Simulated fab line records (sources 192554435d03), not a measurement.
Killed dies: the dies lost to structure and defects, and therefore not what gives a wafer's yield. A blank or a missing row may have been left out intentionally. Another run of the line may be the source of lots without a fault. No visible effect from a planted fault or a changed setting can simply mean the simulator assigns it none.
Matching of chambers    flow n5-finfet    N5_SPACER0_ALD_07 on ald-sin-03: 3 sister chambers
The step deposits SiNx, target thk 2 nm. 6 wafers are shown with their chamber, then 7 later ones without.

== EACH WAFER AND ITS CHAMBER ==
wafer   chamber  heater-power-w (W)
L080.3  0        797
L080.5  0        785
L081.3  2        802
L086.3  2        838
L086.4  3        899
L086.5  3        912

== WAFERS MISSING THEIR CHAMBER ==
wafer   heater-power-w (W)
L088.3  806
L088.5  796
L088.6  923
L089.1  779
L089.2  921
L090.2  788
L090.4  806

== CHAMBER TAKEN BY EACH ==
wafer   from the rows above      in truth
L088.3  can't be placed: 2 or 0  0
L088.5  can't be placed: 0 or 2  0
L088.6  3                        3
L089.1  can't be placed: 0 or 2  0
L089.2  3                        3
L090.2  can't be placed: 0 or 2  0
L090.4  can't be placed: 2 or 0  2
Placed correctly: 2 of 7. Cannot be placed on the basis of these rows: 5; the candidates contain the true chamber in 5. Wrongly placed: 0.
How it was worked out, from the rows above alone: a wafer's distance from a chamber is the root of the sum, over the readings, of the square of ((its reading less the chamber's mean) divided by the reading's scatter). The wafer belongs to the nearest chamber; if the next one is less than 2 further off, it can't be placed. Each chamber's mean is taken over the wafers shown for it. The scatter: the root of (the sum of the squares of (reading less its chamber's mean) over the shown wafers, divided by (wafers less chambers)).
